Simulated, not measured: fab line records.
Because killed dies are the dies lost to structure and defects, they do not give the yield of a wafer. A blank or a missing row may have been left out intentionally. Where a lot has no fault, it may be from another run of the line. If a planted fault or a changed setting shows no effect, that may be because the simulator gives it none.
Code-filled problem report in 8D (eight disciplines) form :: flow n5 finfet :: the parts of the form that need people (team, actions taken, sign-off) are left out

== 1. THE ISSUE ==
Mean of spin speed rpm at N5_SDB_COAT_03: 1324.7 rpm across 6 wafers in 2 lots; on wafers with no fault it is 1499.8 rpm (standard deviation 1.1). That is -99 or more standard deviations from the usual mean.
The step: time 60 s, resist thk 100 nm.
Earliest sighting: wafer L343.1 on litho track-02 at day 7 02:08. The record holds 33 wafers of 11 lots with a number at this step. Rule for "out" (also "out of limits"): further than 4 standard deviations from the usual mean. The rest of the wafers with a number are treated as sound.

== 2. WHAT IT IS, AND WHAT IT ISN'T ==
question: which readings at this step
is: spin speed rpm
is not: -

question: which lots
is: L343, L344
is not: L331, L333, L334, L337, L340, L341, L345, L349, L352

question: which wafers of those lots
is: all that have a number
is not: -

question: read on which tools
is: litho track-02
is not: litho track-04, litho track-05

question: when
is: from day 7 02:08
is not: up to then (18 sound wafers); but 9 sound wafers of L345, L349, L352 came after

== 3. SUSPECTS, AND WHAT RULES EACH OUT ==
Counting: a tool at a process step up to the reading stays a suspect if it ran every lot that is out and no sound lot after the first of them.
- litho track-02 at N5_SDB_COAT_03 (time 60 s, resist thk 100 nm): kept. It ran every lot that is out, first L343 (day 7 02:08), and no sound lot after that; its last sound lot up to then is L341 (day 6 20:13). On those wafers its own readings are out: spin speed rpm.
Left after counting: litho track-02 at N5_SDB_COAT_03.

== 4. THE CAUSE (what the simulator had put in) ==
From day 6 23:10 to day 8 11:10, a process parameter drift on litho track-02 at N5_SDB_COAT_03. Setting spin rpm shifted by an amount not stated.
Counting left only this tool.

== 5. THE EFFECT CHAIN, in route order ==
Each row: a reading whose mean over the struck wafers that have a number lies more than 3 standard deviations from the usual. Only readings whose record carries a usual standard deviation are examined. hours: median over the lots of the time between each lot's start at the first step of this table that gives one and its start at this step. sigmas: the change, counted in usual standard deviations.
hours: 0
step: N5_SDB_COAT_03
reading: spin speed rpm
usual: 1499.8 rpm
on struck wafers: 1324.7
change: -175.1
sigmas: -99 or more

hours: 1
step: N5_SDB_STRIP_22
reading: strip time to endpoint s
usual: 96.4 s
on struck wafers: 103.0
change: +6.6
sigmas: +16
Here are the process steps it includes:
- N5_SDB_COAT_03: time 60 s, resist thk 100 nm.
- N5_SDB_STRIP_22: strips in N2/H2.

== 6. WHAT WOULD HAVE CAUGHT IT SOONER ==
The fault began at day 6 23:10; the first out-of-limits reading in this record came at day 7 02:08, 3 hours later.
